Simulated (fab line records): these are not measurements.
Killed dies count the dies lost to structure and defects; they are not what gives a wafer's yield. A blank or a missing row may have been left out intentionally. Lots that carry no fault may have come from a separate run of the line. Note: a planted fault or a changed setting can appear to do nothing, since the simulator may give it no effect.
Split-lot experiment | flow n5 finfet | route with 1938 steps; 7 lots, 21 wafers read

THE SPLIT ITSELF
At N5_BEOL_M15_CMP_49 (polishes, stops on SiO2, t overpolish 4.9 s, target thk 850 nm), the setting down force psi was moved away from the recipe's 2 psi on 2 of the 21 wafers read, by +10.1% to +16.5%. All remaining wafers had this setting at the recipe value.

The split's own step is where the reading is taken.

THE READING
barrier field endpoint s, in s, at N5_BEOL_M15_CMP_49 (polishes, stops on SiO2, t overpolish 4.9 s, target thk 850 nm). A value of 11.40 s with a standard deviation of 0.22 s is what fault-free wafers of this fab line usually give.

wafer  | tool, chamber at the split | down force psi as run, psi | against the recipe | barrier field endpoint s, s | against lot-mates on the recipe
L077.4 | cmp-01, 3                  | 2                          | recipe             | 11.13                       | -
L077.1 | cmp-01, 1                  | 2                          | recipe             | 11.47                       | -
L077.5 | cmp-01, 3                  | 2                          | recipe             | 11.12                       | -
L081.3 | cmp-01, 3                  | 2                          | recipe             | 11.41                       | -
L081.2 | cmp-01, 0                  | 2                          | recipe             | 11.60                       | -
L081.1 | cmp-01, 2                  | 2                          | recipe             | 11.60                       | -
L083.3 | cmp-03, 1                  | 2                          | recipe             | 11.23                       | -
L083.4 | cmp-03, 2                  | 2                          | recipe             | 11.72                       | -
L083.1 | cmp-03, 0                  | 2                          | recipe             | 11.52                       | -
L085.1 | cmp-01, 1                  | 2                          | recipe             | 11.63                       | -
L085.3 | cmp-01, 2                  | 2                          | recipe             | 11.52                       | -
L085.4 | cmp-01, 0                  | 2.331                      | +16.5%             | 9.90                        | -1.67
L096.1 | cmp-01, 3                  | 2                          | recipe             | 11.83                       | -
L096.2 | cmp-01, 0                  | 2.202                      | +10.1%             | 10.84                       | -0.96
L096.5 | cmp-01, 0                  | 2                          | recipe             | 11.78                       | -
L097.3 | cmp-03, 1                  | 2                          | recipe             | 11.49                       | -
L097.6 | cmp-03, 3                  | 2                          | recipe             | 11.19                       | -
L097.5 | cmp-03, 0                  | 2                          | recipe             | 11.14                       | -
L095.1 | cmp-01, 2                  | 2                          | recipe             | 11.38                       | -
L095.6 | cmp-01, 3                  | 2                          | recipe             | 11.15                       | -
L095.5 | cmp-01, 0                  | 2                          | recipe             | 11.63                       | -

THE FIT
A straight line over all 21 wafers: barrier field endpoint s changes by -0.0849 s for each +1% of down force psi; r = -0.84; the points scatter about the line by 0.24 s.
The same after taking each lot's own level away (the mean of its wafers on the recipe; 21 wafers): -0.0997 s for each +1%; r = -0.94; scatter 0.15 s.
On that fit, the largest move of down force psi shifts the reading by 1.7 s.
Measured against the standard deviation above, the lots' own levels, which go from 11.240 to 11.805 s, span 2.6 times it.
Thus the slope moves with the lot-to-lot level: the two fits are different.
Check: with one of the wafers moved furthest among these (+16.5%) left out of the fit, the line predicts -1.58 s for it against its lot-mates. It came out at -1.67 s against them.
Tool readings at the split's step, against how far the setting was moved: barrier field endpoint s r = -0.84.

THESE WAFERS: OTHER SPLITS
Note: prior to the reading, these wafers also went through further splits. Each is held against what the fit with the lots' levels taken away leaves over:
other split on the same wafers | wafers away from the commonest value | r with barrier field endpoint s (lot level and that fit taken away)
N5_BEOL_M14_DEP_53 time s      | 10                                   | +0.00
N5_BEOL_M15_COAT_04 spin rpm   | 7                                    | +0.05

FILE'S OWN FIT
barrier field endpoint s changes by -0.0995 s for each +1% of down force psi, r = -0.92.
